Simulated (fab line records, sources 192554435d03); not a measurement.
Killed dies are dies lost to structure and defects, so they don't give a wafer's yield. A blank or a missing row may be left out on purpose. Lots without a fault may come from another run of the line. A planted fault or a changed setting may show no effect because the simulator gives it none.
Problem report in the 8D (eight disciplines) form, filled by code | flow n5_finfet | the parts of the form that need people (team, actions taken, sign-off) are left out

1. THE PROBLEM
raw_defect_count at N5_BEOL_M1_INSPECT_59 reads a mean of 1563 on 1 wafer of 1 lot; wafers without a fault read 75 with a standard deviation of 26. That is +57 standard deviations from the usual mean.
The step: inspects for defects (darkfield).
First seen on wafer L658.3, day 10 10:24, on defect_inspect-01. The record holds 29 wafers of 10 lots with a number at this step. Rule for "out", or "out of limits": more than 4 standard deviations from the usual mean. The other wafers with a number count as sound.

2. WHAT IT IS AND WHAT IT IS NOT
question                    | is                | is not
which readings at this step | raw_defect_count  | -
which lots                  | L658              | L643, L644, L646, L649, L652, L653, L655, L657, L666
which wafers of those lots  | L658.3            | L658.5, L658.6
read on which gauges        | defect_inspect-01 | defect_inspect-02
when                        | from day 10 10:24 | up to then (25 sound wafers); but 3 sound wafers of L666 came after

3. SUSPECTS, AND WHAT RULES EACH OUT
Counting: a tool at a process step up to the reading stays a suspect if it ran every lot that is out. Sound lots after the first of them don't rule it out here, since some wafers of a struck lot are sound.
- the gauge at N5_BEOL_M1_INSPECT_59: ruled out. All the wafers that are out were read on defect_inspect-01, but those of them that N5_BEOL_M2_INSPECT_13 has rows for are out there too, on other tools.
- pvd_sputter-02 at N5_BEOL_M1_ANNEAL_91 (time 240 s): kept. It ran the lot that is out, L658 (day 10 08:00); its last sound lot up to then is L655 (day 9 15:29).
- cmp-04 at N5_BEOL_M1_CMP_52 (polishes, stops on SiOC, t overpolish 6.8 s, target thk 40 nm): kept. It ran the lot that is out, L658 (day 10 09:34); its last sound lot up to then is L653 (day 8 14:53).
- cvd_co-02 at N5_BEOL_M1_PRE_CLEAN_60 (time 15 s): kept. It ran the lot that is out, L658 (day 10 10:07); its last sound lot up to then is L652 (day 8 15:06).
- Within cvd_co-02 at N5_BEOL_M1_PRE_CLEAN_60: the wafers that are out ran in chamber 2; their sound lot-mates ran in chambers 0, 1.
Left after counting: pvd_sputter-02 at N5_BEOL_M1_ANNEAL_91, cmp-04 at N5_BEOL_M1_CMP_52, cvd_co-02 at N5_BEOL_M1_PRE_CLEAN_60.

4. THE CAUSE (what the simulator had put in)
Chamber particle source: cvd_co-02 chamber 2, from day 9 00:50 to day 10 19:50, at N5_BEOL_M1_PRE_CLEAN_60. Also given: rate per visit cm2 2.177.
Counting left 3 suspects, and this tool is among them.

5. THE CHAIN OF EFFECTS, in route order
Each row: a reading whose mean over the struck wafers that have a number lies more than 3 standard deviations from the usual. Only readings for which the record gives a usual standard deviation are gone through. hours: the time from each lot's start at the first step in this table that gives one to its start at this step, as a median over the lots. sigmas: the change in usual standard deviations.
hours | step                    | reading              | usual  | on struck wafers | change | sigmas
0     | N5_BEOL_M1_INSPECT_59   | raw_defect_count     | 75     | 1563             | +1488  | +57
1     | N5_BEOL_M2_INSPECT_13   | raw_defect_count     | 414    | 2014             | +1600  | +17
128   | N5_PASSIVATION_PROBE_49 | defect_limited_yield | 91.2 % | 79.0             | -12.2  | -7.6
128   | N5_PASSIVATION_PROBE_49 | killed_at_M0_to_M3   | 31     | 175              | +144   | +14
128   | N5_PASSIVATION_PROBE_49 | killed_dies          | 104    | 248              | +144   | +8.0
128   | N5_PASSIVATION_PROBE_49 | sort_bin_5_function  | 5.1 %  | 12.4             | +7.3   | +6.6
128   | N5_PASSIVATION_PROBE_49 | sort_n_pass          | 1076   | 932              | -144   | -8.0
128   | N5_PASSIVATION_PROBE_49 | sort_yield_pct       | 91.2 % | 79.0             | -12.2  | -7.6
The process steps in it:
- N5_PASSIVATION_PROBE_49
Later measuring or inspecting steps at which every struck wafer that the step has a row for has a number for every such reading, and none has moved that far: N5_BEOL_M4_RC_MEAS_101.

6. WHAT WOULD HAVE CAUGHT IT SOONER
In this record the first reading out of limits at a measuring or inspecting step was taken at day 10 10:24, 34 hours after the fault began at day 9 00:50.
Of the tool readings at N5_BEOL_M1_PRE_CLEAN_60 for which the record gives a usual standard deviation, none was out on any struck wafer, so an alarm limit of 4 standard deviations on them would not have fired.
All the lots that are out (1) had begun N5_BEOL_M1_PRE_CLEAN_60 on cvd_co-02 by day 10 10:24. A hold on the tool at that time would have spared none of them.
